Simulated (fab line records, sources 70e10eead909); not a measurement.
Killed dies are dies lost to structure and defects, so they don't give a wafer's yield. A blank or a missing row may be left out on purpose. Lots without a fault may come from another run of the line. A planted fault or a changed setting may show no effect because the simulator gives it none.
One fault seen from 2 desks | flow nand_harc | each desk has only its own numbers; what lay behind them comes last

THE DEFECT DESK
What the inspections along the route counted, lot by lot: means of the sampled wafers that have a number. A lot is out of limits, marked OUT, if its mean lies more than 4 standard deviations from the usual mean; the brackets give that distance.
Columns: A = raw_defect_count at NHARC_A_CHANNEL_HOLE_D2_INSPECT_40, usual 259
lot  | first seen here | A
L232 | day 13 23:29    | 277
L233 | day 14 18:27    | 254
L234 | day 15 00:01    | 281
L236 | day 15 18:37    | 268
L237 | day 16 13:46    | 212
L240 | day 18 00:01    | 257
L242 | day 18 08:24    | 557
L243 | day 18 14:34    | 597 (+4.4) OUT
L250 | day 21 11:46    | 213
L252 | day 22 10:40    | 404
L253 | day 22 21:25    | 276
This desk's finding: out of limits on L243; first on L243, day 18 14:34 (raw_defect_count at NHARC_A_CHANNEL_HOLE_D2_INSPECT_40). In limits: L232, L233, L234, L236, L237, L240, L242, L250, L252, L253.

THE TOOL OWNER'S DESK: har_etch-02
The tool's own readings at NHARC_A_CHANNEL_HOLE_D2_ETCH_22 (etches the open film in C4F8/O2/Ar, time 666.7 s, target depth 1600 nm): means of the sampled wafers that have a number, for each lot that ran on this tool. A lot is out of limits, marked OUT, if its mean lies more than 4 standard deviations from the usual mean; the brackets give that distance.
Columns: A = drypump_motor_current_A at NHARC_A_CHANNEL_HOLE_D2_ETCH_22, usual 5.6 A; B = o2_flow_sccm at NHARC_A_CHANNEL_HOLE_D2_ETCH_22, usual 35.69 sccm; C = showerhead_plenum_p_Torr at NHARC_A_CHANNEL_HOLE_D2_ETCH_22, usual 3.68 Torr; D = throttle_valve_pct at NHARC_A_CHANNEL_HOLE_D2_ETCH_22, usual 32.155 %
lot  | first seen here | A   | B     | C    | D
L234 | day 14 19:16    | 5.9 | 35.70 | 3.52 | 32.160
L236 | day 15 13:55    | 6.1 | 35.81 | 3.44 | 32.162
L240 | day 17 19:13    | 5.8 | 35.71 | 3.74 | 32.151
L242 | day 18 03:35    | 5.8 | 35.78 | 3.74 | 32.160
L243 | day 18 10:01    | 5.9 | 35.57 | 3.83 | 32.152
L250 | day 21 06:55    | 5.9 | 35.68 | 3.81 | 32.153
L253 | day 22 16:40    | 5.8 | 35.76 | 3.70 | 32.165
This desk's finding: nothing out of limits on any of the 7 lots.

PUT TOGETHER
The defect desk could have raised an alarm at day 18 14:34, on L243.
The tool owner's desk saw nothing out of limits.
The tool owner's desk has L243 on record, within its limits.
Of the lots named, all ran NHARC_A_CHANNEL_HOLE_D2_ETCH_22 on har_etch-02.

WHAT THE SIMULATOR HAD PUT IN
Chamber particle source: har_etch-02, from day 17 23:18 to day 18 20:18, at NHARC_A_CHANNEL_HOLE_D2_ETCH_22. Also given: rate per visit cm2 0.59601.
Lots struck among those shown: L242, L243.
Hours from the fault's start to each desk's first reading out of limits: the defect desk, 15.
